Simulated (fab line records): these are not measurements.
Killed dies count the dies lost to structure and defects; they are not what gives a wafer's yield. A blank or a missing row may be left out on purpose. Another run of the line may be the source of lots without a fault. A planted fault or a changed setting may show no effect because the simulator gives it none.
fab line records	flow n5Finfet
[record] lots = 7	wafers = 21
route steps=1938 shown BEOL_M5@1145 BEOL_M6@1200 BEOL_M7@1280 BEOL_M9@1405
startH: start of the lot's first displayed wafer, in hours after the record's first day	waitH: hours from the lot's prior step to this one	" as in the row above	L1.1+2: one row covering several wafers at once	- no value, or no start was given	* or withheld: withheld	< > ~ a bound
route shown NAME@n: names a module that has steps shown in the file, with the first one's number in the route	usual: mean/standard deviation of fault-free wafers	same: alike in all rows	chamber/n: place in a boat	sites: per-site readings	_std_site: standard deviation of those values	_edge_site: mean of outer sites minus mean of inner sites	radiusMm: for every site, how far away it sits from the centre of the wafer	mask NAME#n: copy n	behind: the last tool/chamber to shape the wafer	hold: cause of the lot's hold/its duration in hours/its outcome	device: the transistor (n, p or np) that didn't switch	end of line: tests run on the same wafers once the route is complete	a step with no rows: only its recipe	killed: not the wafer's yield, but the dies lost to structure and defects at the first sort	map: shows each die of a wafer: x if killed, . if not, _ if none is there
set.NAME: setting as actually run; set.NAME@STEP: the setting as run at that earlier step	model.NAME: the simulator's own value behind a step, which no gauge read
one table per step and one row per wafer, for lots whose settings were changed on purpose
[[steps]]
[step N5_BEOL_M5_EXPOSE_25]
[recipe] maskId = V4	na = 0.33	sourceShape = quasar	sigmaInner = 0.2	sigmaOuter = 0.6	polarization = unpolarized	defocusNm = 10	doseMj = 52.75
lot.wafer	tool	chamber	startH	waitH	mask	set.doseMj
L083.1	euvScanner-02	0	246.77	-	V4#0	52.75
L083.3+5	"	0	"	"	V4#0	53.89
L080.2+4	euvScanner-01	0	254.61	-	V4#0	51.38
L080.5	"	0	"	"	V4#0	52.75
L079.1+3	euvScanner-02	0	261.43	-	V4#0	56.3
L079.4	"	0	"	"	V4#0	52.75
L082.1	euvScanner-01	0	266.14	-	V4#0	55.77
L082.5+6	"	0	"	"	V4#0	52.75
L092.2	euvScanner-01	0	328.28	-	V4#0	52.75
L092.4+5	"	0	"	"	V4#0	55.42
L094.3+4	euvScanner-02	0	330.38	-	V4#0	51.32
L094.6	"	0	"	"	V4#0	52.75
L096.1+4+6	euvScanner-02	0	352.77	-	V4#0	52.75
[step N5_BEOL_M5_PEB_26]
[recipe] pebTempC = 100	pebTimeS = 60	resist = CAR-EUV
[step N5_BEOL_M5_DEVELOP_27]
[recipe] developTimeS = 30	developer = TMAH	resist = CAR-EUV	rinseLiquid = surfactantRinse	dry = airSpin	devTempC = 23
[step N5_BEOL_M5_CD_MEAS_28]
[recipe] targetCdNm = 30.6	landingEnergyEv = 500	detector = seInlens	targetCdYNm = 20	polarity = opening
[usual] cdNm = 30.63/0.25
lot.wafer	tool	chamber	startH	waitH	set.doseMj@BEOL_M5_EXPOSE_25	cdNm
L083.1	cdSem-02	0	246.91	-	52.75	30.17
L083.3	"	0	"	"	53.89	31.08
L083.5	"	0	"	"	53.89	31.12
L080.2	cdSem-03	0	254.74	-	51.38	29.90
L080.4	"	0	"	"	51.38	30.60
L080.5	"	0	"	"	52.75	30.71
L079.1	cdSem-02	0	261.57	-	56.3	32.29
L079.3	"	0	"	"	56.3	31.79
L079.4	"	0	"	"	52.75	31.04
L082.1	cdSem-02	0	266.28	-	55.77	31.74
L082.5	"	0	"	"	52.75	30.60
L082.6	"	0	"	"	52.75	30.60
L092.2	cdSem-02	0	328.41	-	52.75	30.39
L092.4	"	0	"	"	55.42	32.16
L092.5	"	0	"	"	55.42	31.69
L094.3	cdSem-01	0	330.51	-	51.32	29.91
L094.4	"	0	"	"	51.32	30.25
L094.6	"	0	"	"	52.75	31.12
L096.1	cdSem-01	0	352.91	-	52.75	30.75
L096.4	"	0	"	"	52.75	30.43
L096.6	"	0	"	"	52.75	30.75
[step N5_BEOL_M5_DESCUM_33]
[recipe] chemistry = O2	timeS = 7	sourcePowerW = 50	biasPowerW = 20	pressureMtorr = 20	rfFrequencyHz = 2.712e+07	tempC = 40	resist = CAR-EUV	o2FlowSccm = 225
[step N5_BEOL_M5_ETCH_75]
[recipe] chemistry = N2/H2	target = underlayer	targetDepthA = 65	maskMaterial = CAR-EUV	timeS = 5.2	ionEnergyEv = 200	pressureMtorr = 30	sourceW = 840	biasW = 150	n2FlowSccm = 200	h2FlowSccm = 200	ends = cleared
lot.wafer	tool	chamber	startH	waitH	set.doseMj@BEOL_M5_EXPOSE_25	model.BEOL_M5.cdNm
L083.1	rieDiel-05	1	247.09	0.0	52.75	27.8
L083.3+5	"	3,0	"	"	53.89	28
L080.2	rieDiel-01	2	255.11	0.0	51.38	27
L080.4	"	1	"	"	51.38	27.8
L080.5	"	2	"	"	52.75	27.8
L079.1	rieDiel-01	1	261.73	0.0	56.3	29.2
L079.3	"	3	"	"	56.3	28.8
L079.4	"	0	"	"	52.75	27.2
L082.1	rieDiel-05	3	266.50	0.0	55.77	29.4
L082.5	"	0	"	"	52.75	28.4
L082.6	"	1	"	"	52.75	28.6
L092.2	rieDiel-05	1	328.72	0.0	52.75	28.6
L092.4	"	2	"	"	55.42	29.2
L092.5	"	1	"	"	55.42	29.8
L094.3	rieDiel-05	0	330.79	0.0	51.32	27.6
L094.4	"	1	"	"	51.32	27.8
L094.6	"	2	"	"	52.75	28.2
L096.1+4	rieDiel-06	2	353.16	0.0	52.75	28
L096.6	"	3	"	"	52.75	28.2
[step N5_BEOL_M5_ETCH_67]
[recipe] chemistry = CF4	target = SiARC	targetDepthA = 156	maskMaterial = CAR-EUV	timeS = 26	ionEnergyEv = 80	pressureMtorr = 40	sourceW = 545	biasW = 36	Ar_flow_sccm = 100	cf4FlowSccm = 100	ends = cleared
[step N5_BEOL_M5_ETCH_68]
[recipe] chemistry = N2/H2	target = SOC	targetDepthA = 800	overetchA = 160	maskMaterial = SiARC	tempC = 40	timeS = 120	ionEnergyEv = 200	pressureMtorr = 30	sourceW = 840	biasW = 150	n2FlowSccm = 200	h2FlowSccm = 200
lot.wafer	tool	chamber	startH	waitH	set.doseMj@BEOL_M5_EXPOSE_25	model.BEOL_M5.cdNm
L083.1	rieDiel-05	1	247.14	0.0	52.75	27.6
L083.3+5	"	3,0	"	"	53.89	27.8
L080.2	rieDiel-01	2	255.16	0.0	51.38	27
L080.4	"	1	"	"	51.38	27.8
L080.5	"	2	"	"	52.75	27.8
L079.1+3	rieDiel-01	1,3	261.77	0.0	56.3	29.2
L079.4	"	0	"	"	52.75	27.8
L082.1	rieDiel-05	3	266.55	0.0	55.77	29.2
L082.5	"	0	"	"	52.75	28.2
L082.6	"	1	"	"	52.75	28.4
L092.2	rieDiel-05	1	328.77	0.0	52.75	28.2
L092.4	"	2	"	"	55.42	28.8
L092.5	"	1	"	"	55.42	29.4
L094.3	rieDiel-05	0	330.84	0.0	51.32	27.2
L094.4	"	1	"	"	51.32	27.6
L094.6	"	2	"	"	52.75	28.2
L096.1	rieDiel-06	2	353.20	0.0	52.75	28.2
L096.4	"	2	"	"	52.75	28.4
L096.6	"	3	"	"	52.75	28
[step N5_BEOL_M5_VIA_ETCH_34]
[recipe] chemistry = C4F6/O2	target = SiCOH_lowk	targetDepthA = 883	maskMaterial = SOC	taperDeg = 4	timeS = 39.2	ionEnergyEv = 250	pressureMtorr = 30	sourceW = 345	biasW = 185	Ar_flow_sccm = 300	C4F6_flow_sccm = 10	O2_flow_sccm = 10
[usual] rfVppV = 659/13
lot.wafer	tool	chamber	startH	waitH	set.biasW	rfVppV
L083.1	rieDiel-05	1	247.24	0.0	185	670
L083.3	"	3	"	"	153.1	573
L083.5	"	0	"	"	153.1	561
L080.2	rieDiel-01	2	255.26	0.0	216	741
L080.4	"	1	"	"	216	769
L080.5	"	2	"	"	185	655
L079.1	rieDiel-01	1	261.87	0.0	185	680
L079.3	"	3	"	"	193.8	663
L079.4	"	0	"	"	185	658
L082.1	rieDiel-05	3	266.65	0.0	185	667
L082.5	"	0	"	"	185	652
L082.6	"	1	"	"	176.6	645
L092.2	rieDiel-05	1	328.87	0.0	185	668
L092.4	"	2	"	"	185	648
L092.5	"	1	"	"	185	668
L094.3	rieDiel-05	0	330.94	0.0	216	736
L094.4	"	1	"	"	185	669
L094.6	"	2	"	"	185	648
L096.1	rieDiel-06	2	353.30	0.0	185	641
L096.4	"	2	"	"	185	641
L096.6	"	3	"	"	185	672
[step N5_BEOL_M6_COAT_60]
[recipe] resist = SiARC	tempC = 220	timeS = 60	spinRpm = 1500	resistThkNm = 35
lot.wafer	tool	chamber	startH	waitH	set.spinRpm	model.SiARC_of_BEOL_M6_COAT_60.thkNm
L083.1	lithoTrack-04	0	-	-	1453	35.6
L083.3	"	0	"	"	1453	35.4
L083.5	"	0	"	"	1500	34.8
L080.2	lithoTrack-01	0	-	-	1401	36
L080.4	"	0	"	"	1500	35
L080.5	"	0	"	"	1500	34.8
L079.1+3	lithoTrack-04	0	-	-	1500	35.2
L079.4	"	0	"	"	1590	34.2
L082.1+5+6	lithoTrack-01	0	-	-	1500	35.2
L092.2	lithoTrack-04	0	-	-	1500	35.2
L092.4+5	"	0	"	"	1500	35
L094.3	lithoTrack-01	0	-	-	1500	35.2
L094.4	"	0	"	"	1340	37
L094.6	"	0	"	"	1340	37.2
L096.1+6	lithoTrack-01	0	-	-	1500	35
L096.4	"	0	"	"	1500	35.2
[step N5_BEOL_M6_COAT_05]
[recipe] resist = CAR-ArF	spinRpm = 1500	resistThkNm = 90
lot.wafer	tool	chamber	startH	waitH	set.spinRpm	model.CAR-ArF_of_BEOL_M6_COAT_05.thkNm
L083.1	lithoTrack-04	0	-	-	1557	88.2
L083.3	"	0	"	"	1557	88.8
L083.5	"	0	"	"	1500	90
L080.2+4	lithoTrack-01	0	-	-	1556	88.8
L080.5	"	0	"	"	1556	88.6
L079.1	lithoTrack-04	0	-	-	1344	95
L079.3+4	"	0	"	"	1500	90.2
L082.1+6	lithoTrack-01	0	-	-	1500	90.4
L082.5	"	0	"	"	1500	90.2
L092.2	lithoTrack-04	0	-	-	1354	94.6
L092.4	"	0	"	"	1354	94.8
L092.5	"	0	"	"	1500	90.2
L094.3+6	lithoTrack-01	0	-	-	1500	89.8
L094.4	"	0	"	"	1500	89.6
L096.1	lithoTrack-01	0	-	-	1500	90.6
L096.4+6	"	0	"	"	1500	90.4
[step N5_BEOL_M6_EBR_07]
[recipe] solvent = PGMEA	ebrWidthMm = 1.5
[step N5_BEOL_M6_SOFTBAKE_06]
[recipe] tempC = 110	timeS = 60	resist = CAR-ArF
[step N5_BEOL_M6_EXPOSE_08]
[recipe] maskId = M6	na = 1.35	sourceShape = dipole	sigmaInner = 0.817	sigmaOuter = 0.97	polarization = te	doseMj = 68.25
[step N5_BEOL_M6_PEB_09]
[recipe] pebTempC = withheld	pebTimeS = 60	resist = CAR-ArF
[step N5_BEOL_M6_DEVELOP_10]
[recipe] developTimeS = 30	developer = TMAH	resist = CAR-ArF	rinseLiquid = diw	dry = airSpin	devTempC = 23
lot.wafer	tool	chamber	startH	waitH	set.spinRpm@BEOL_M6_COAT_05	model.CAR-ArF_of_BEOL_M6_COAT_05.thkNm
L083.1	lithoTrack-02	0	-	-	1557	86.4
L083.3	"	0	"	"	1557	87
L083.5	"	0	"	"	1500	88.2
L080.2+4+5	lithoTrack-01	0	-	-	1556	87
L079.1	lithoTrack-02	0	-	-	1344	93.4
L079.3	"	0	"	"	1500	88.4
L079.4	"	0	"	"	1500	88.6
L082.1+6	lithoTrack-02	0	-	-	1500	88.8
L082.5	"	0	"	"	1500	88.6
L092.2+4	lithoTrack-01	0	-	-	1354	93
L092.5	"	0	"	"	1500	88.4
L094.3+6	lithoTrack-04	0	-	-	1500	88.2
L094.4	"	0	"	"	1500	88
L096.1	lithoTrack-02	0	-	-	1500	88.8
L096.4+6	"	0	"	"	1500	88.6
[step N5_BEOL_M6_DESCUM_16]
[recipe] chemistry = O2	timeS = 7.9	sourcePowerW = 50	biasPowerW = 20	pressureMtorr = 20	rfFrequencyHz = 2.712e+07	tempC = 40	resist = CAR-ArF	o2FlowSccm = 225
lot.wafer	tool	chamber	startH	waitH	set.spinRpm@BEOL_M6_COAT_05	model.CAR-ArF_of_BEOL_M6_COAT_05.thkNm
L083.1	rieDiel-02	0	256.49	0.3	1557	81.6
L083.3	"	3	"	"	1557	82.2
L083.5	"	0	"	"	1500	83.2
L080.2+4+5	rieDiel-02	1,2,1	266.79	0.0	1556	82.2
L079.1	rieDiel-04	1	271.99	0.1	1344	88.4
L079.3	"	0	"	"	1500	83.4
L079.4	"	3	"	"	1500	83.8
L082.1	rieDiel-03	3	276.15	0.1	1500	84
L082.5	"	2	"	"	1500	83.6
L082.6	"	0	"	"	1500	83.8
L092.2	rieDiel-02	0	340.74	0.7	1354	88
L092.4	"	2	"	"	1354	88.2
L092.5	"	0	"	"	1500	83.6
L094.3+4+6	rieDiel-02	0,1,0	341.53	1.1	1500	83.2
L096.1	rieDiel-02	3	363.23	0.0	1500	84
L096.4	"	0	"	"	1500	83.6
L096.6	"	0	"	"	1500	83.8
[step N5_BEOL_M6_ETCH_61]
[recipe] chemistry = CF4	target = SiARC	targetDepthA = 455	maskMaterial = CAR-ArF	timeS = 75.8	ionEnergyEv = 80	pressureMtorr = 40	sourceW = 545	biasW = 36	Ar_flow_sccm = 100	cf4FlowSccm = 100	ends = cleared
lot.wafer	tool	chamber	startH	waitH	set.spinRpm@BEOL_M6_COAT_60	set.spinRpm@BEOL_M6_COAT_05	model.etch.depthNm	model.CAR-ArF_of_BEOL_M6_COAT_05.thkNm
L083.1	rieDiel-02	0	256.52	0.0	1453	1557	35.58	48.4
L083.3	"	3	"	"	1453	1557	35.48	49.2
L083.5	"	0	"	"	1500	1500	34.86	50.8
L080.2	rieDiel-02	1	266.83	0.0	1401	1556	36.08	48.6
L080.4	"	2	"	"	1500	1556	34.93	49.6
L080.5	"	1	"	"	1500	1556	34.86	49.6
L079.1	rieDiel-04	1	272.03	0.0	1500	1344	35.21	55.8
L079.3	"	0	"	"	1500	1500	35.22	50.6
L079.4	"	3	"	"	1590	1500	34.22	52
L082.1	rieDiel-03	3	276.19	0.0	1500	1500	35.1	51.2
L082.5	"	2	"	"	1500	1500	35.17	50.8
L082.6	"	0	"	"	1500	1500	35.19	51
L092.2	rieDiel-02	0	340.78	0.0	1500	1354	35.1	55.4
L092.4	"	2	"	"	1500	1354	34.94	55.6
L092.5	"	0	"	"	1500	1500	34.96	51
L094.3	rieDiel-02	0	341.56	0.0	1500	1500	35.14	50.4
L094.4	"	1	"	"	1340	1500	37.02	48.6
L094.6	"	0	"	"	1340	1500	37.12	48.6
L096.1	rieDiel-02	3	363.27	0.0	1500	1500	34.96	51.4
L096.4	"	0	"	"	1500	1500	35.15	51
L096.6	"	0	"	"	1500	1500	35.07	51
[step N5_BEOL_M6_ETCH_62]
[recipe] chemistry = N2/H2	target = SOC	targetDepthA = 1100	overetchA = 220	maskMaterial = SiARC	tempC = 40	timeS = 165	ionEnergyEv = 200	pressureMtorr = 30	sourceW = 840	biasW = 150	n2FlowSccm = 200	h2FlowSccm = 200
lot.wafer	tool	chamber	startH	waitH	set.spinRpm@BEOL_M6_COAT_60	model.SiARC_of_BEOL_M6_COAT_60.thkNm
L083.1+3	rieDiel-02	0,3	256.58	0.0	1453	28.8
L083.5	"	0	"	"	1500	28.2
L080.2	rieDiel-02	1	266.88	0.0	1401	29.4
L080.4	"	2	"	"	1500	28.4
L080.5	"	1	"	"	1500	28.2
L079.1	rieDiel-04	1	272.08	0.0	1500	28.2
L079.3	"	0	"	"	1500	28.6
L079.4	"	3	"	"	1590	27.4
L082.1+5+6	rieDiel-03	3,2,0	276.25	0.0	1500	28.2
L092.2+4	rieDiel-02	0,2	340.83	0.0	1500	28.4
L092.5	"	0	"	"	1500	28.2
L094.3	rieDiel-02	0	341.62	0.0	1500	28.4
L094.4	"	1	"	"	1340	30.2
L094.6	"	0	"	"	1340	30.4
L096.1+4+6	rieDiel-02	3,0,0	363.32	0.0	1500	28.4
[step N5_BEOL_M7_ETCH_61]
[recipe] chemistry = CF4	target = SiARC	targetDepthA = 455	maskMaterial = CAR-ArF	timeS = 75.8	ionEnergyEv = 80	pressureMtorr = 40	sourceW = 545	biasW = 36	Ar_flow_sccm = 100	cf4FlowSccm = 100	ends = cleared
[usual] rfVppV = 183.8/1.1
lot.wafer	tool	chamber	startH	waitH	set.sourceW	rfVppV
L083.1	rieDiel-05	0	264.15	0.0	476.8	192.3
L083.3	"	2	"	"	545	183.6
L083.5	"	2	"	"	545	182.8
L080.2	rieDiel-06	1	275.63	0.0	545	184.3
L080.4	"	3	"	"	632.1	177.1
L080.5	"	1	"	"	632.1	173.4
L079.1	rieDiel-06	1	281.79	0.0	466.2	192.8
L079.3	"	2	"	"	545	182.8
L079.4	"	3	"	"	545	184.7
L082.1	rieDiel-05	0	284.77	0.0	607.4	178.2
L082.5	"	1	"	"	607.4	176.2
L082.6	"	3	"	"	545	183.7
L094.3	rieDiel-01	2	351.77	0.0	545	184.5
L094.4	"	1	"	"	545	184.9
L094.6	"	1	"	"	545	184.3
L092.2	rieDiel-05	3	352.28	0.0	545	182.1
L092.4	"	1	"	"	500.8	188.8
L092.5	"	3	"	"	545	182.8
L096.1	rieDiel-05	2	372.57	0.0	545	183.4
L096.4	"	1	"	"	545	182.6
L096.6	"	1	"	"	545	183.7
[step N5_BEOL_M9_HM_DEP_02]
[recipe] material = TiN	targetThkA = 200	tempC = 25	chamberPressurePa = 0.49996
lot.wafer	tool	chamber	startH	waitH	set.targetThkA	model.TiN_of_BEOL_M9_HM_DEP_02.thkNm
L083.1	pvdSputter-01	-	284.16	1.6	189	19
L083.3	"	-	"	"	189	18.6
L083.5	"	-	"	"	200	19.8
L080.2	pvdSputter-03	-	294.57	2.9	191.1	19.4
L080.4	"	-	"	"	200	20.6
L080.5	"	-	"	"	200	20.4
L079.1	pvdSputter-01	-	303.32	1.9	200	19.8
L079.3	"	-	"	"	200	20.4
L079.4	"	-	"	"	218.3	21.6
L082.1+6	pvdSputter-01	-	303.42	1.6	200	20.4
L082.5	"	-	"	"	215	21.6
L094.3	pvdSputter-02	-	369.40	1.7	200	19.8
L094.4	"	-	"	"	216.8	21.4
L094.6	"	-	"	"	200	20.2
L092.2	pvdSputter-03	-	371.25	0.9	213	21.4
L092.4	"	-	"	"	213	21
L092.5	"	-	"	"	213	20.6
L096.1	pvdSputter-02	-	385.74	1.9	200	20
L096.4	"	-	"	"	200	19.6
L096.6	"	-	"	"	200	20.2
[[key]]
[split] step = N5_BEOL_M5_EXPOSE_25	setting = doseMj	stated = 52.75	by = wafer
[response] step = N5_BEOL_M5_CD_MEAS_28	reading = cdNm	change = +0.221	per = 1%	r = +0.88
[response] step = N5_BEOL_M5_ETCH_75	reading = model.BEOL_M5.cdNm	change = +0.201	per = 1%	r = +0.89
[response] step = N5_BEOL_M5_ETCH_68	reading = model.BEOL_M5.cdNm	change = +0.186	per = 1%	r = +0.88
[split] step = N5_BEOL_M5_VIA_ETCH_34	setting = biasW	stated = 185	by = wafer
[response] step = N5_BEOL_M5_VIA_ETCH_34	reading = rfVppV	change = +5.3	per = 1%	r = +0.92
[split] step = N5_BEOL_M6_COAT_60	setting = spinRpm	stated = 1500	by = wafer
[response] step = N5_BEOL_M6_COAT_60	reading = model.SiARC_of_BEOL_M6_COAT_60.thkNm	change = -0.176	per = 1%	r = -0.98
[response] step = N5_BEOL_M6_ETCH_61	reading = model.etch.depthNm	change = -0.179	per = 1%	r = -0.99
[response] step = N5_BEOL_M6_ETCH_62	reading = model.SiARC_of_BEOL_M6_COAT_60.thkNm	change = -0.174	per = 1%	r = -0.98
[response] step = N5_BEOL_M6_ETCH_61	reading = model.CAR-ArF_of_BEOL_M6_COAT_05.thkNm	slope = +0.167	per = 1%	togetherWith = spinRpm@BEOL_M6_COAT_05	explained = 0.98
[split] step = N5_BEOL_M6_COAT_05	setting = spinRpm	stated = 1500	by = wafer
[response] step = N5_BEOL_M6_COAT_05	reading = model.CAR-ArF_of_BEOL_M6_COAT_05.thkNm	change = -0.457	per = 1%	r = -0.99
[response] step = N5_BEOL_M6_DEVELOP_10	reading = model.CAR-ArF_of_BEOL_M6_COAT_05.thkNm	change = -0.467	per = 1%	r = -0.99
[response] step = N5_BEOL_M6_DESCUM_16	reading = model.CAR-ArF_of_BEOL_M6_COAT_05.thkNm	change = -0.454	per = 1%	r = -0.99
[response] step = N5_BEOL_M6_ETCH_61	reading = model.CAR-ArF_of_BEOL_M6_COAT_05.thkNm	slope = -0.467	per = 1%	togetherWith = spinRpm@BEOL_M6_COAT_60	explained = 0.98
[split] step = N5_BEOL_M7_ETCH_61	setting = sourceW	stated = 545	by = wafer
[response] step = N5_BEOL_M7_ETCH_61	reading = rfVppV	change = -0.631	per = 1%	r = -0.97
[split] step = N5_BEOL_M9_HM_DEP_02	setting = targetThkA	stated = 200	by = wafer
[response] step = N5_BEOL_M9_HM_DEP_02	reading = model.TiN_of_BEOL_M9_HM_DEP_02.thkNm	change = +0.172	per = 1%	r = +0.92
